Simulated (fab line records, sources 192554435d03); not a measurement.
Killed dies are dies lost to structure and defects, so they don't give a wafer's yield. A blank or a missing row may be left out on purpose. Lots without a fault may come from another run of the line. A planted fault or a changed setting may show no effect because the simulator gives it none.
Chamber matching | flow n5_finfet | N5_GATE_CUT_CMP_02 on cmp-04: 4 sister chambers
The step polishes, stops on SiO2, t overpolish 12.7 s, target thk 0 nm. 4 wafers are shown with their chamber, then 12 later ones without.

WAFERS WITH THEIR CHAMBER
wafer  | chamber | motor_current_A (A)
L081.2 | 3       | 8.6
L088.3 | 1       | 11.1
L088.4 | 2       | 11.2
L088.5 | 0       | 9.1

WAFERS WITHOUT THEIR CHAMBER
wafer  | motor_current_A (A)
L089.1 | 11.1
L089.2 | 10.6
L089.6 | 10.5
L090.1 | 11.1
L090.4 | 9.2
L090.5 | 8.7
L093.3 | 11.7
L093.4 | 11.8
L093.6 | 8.0
L094.1 | 8.4
L094.4 | 9.2
L094.5 | 9.2

WHICH CHAMBER EACH WENT THROUGH
wafer  | from the rows above     | in truth
L089.1 | can't be placed: 1 or 2 | 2
L089.2 | can't be placed: 1 or 2 | 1
L089.6 | can't be placed: 1 or 2 | 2
L090.1 | can't be placed: 1 or 2 | 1
L090.4 | can't be placed: 0 or 3 | 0
L090.5 | can't be placed: 3 or 0 | 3
L093.3 | can't be placed: 2 or 1 | 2
L093.4 | can't be placed: 2 or 1 | 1
L093.6 | can't be placed: 3 or 0 | 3
L094.1 | can't be placed: 3 or 0 | 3
L094.4 | can't be placed: 0 or 3 | 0
L094.5 | can't be placed: 0 or 3 | 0
Placed correctly: 0 of 12. Can't be placed from these rows: 12 (the true chamber is among the candidates in 12). Placed wrongly: 0.
How it was worked out, from the rows above alone: a wafer's distance from a chamber is the root of the sum, over the readings, of the square of ((its reading less the chamber's mean) divided by the reading's scatter). The wafer belongs to the nearest chamber; if the next one is less than 2 further off, it can't be placed. A chamber's mean is the mean of its shown wafers. The scatter: with one shown wafer a chamber, the root of the mean of the squares of how far each hidden wafer lies from its nearest shown one.
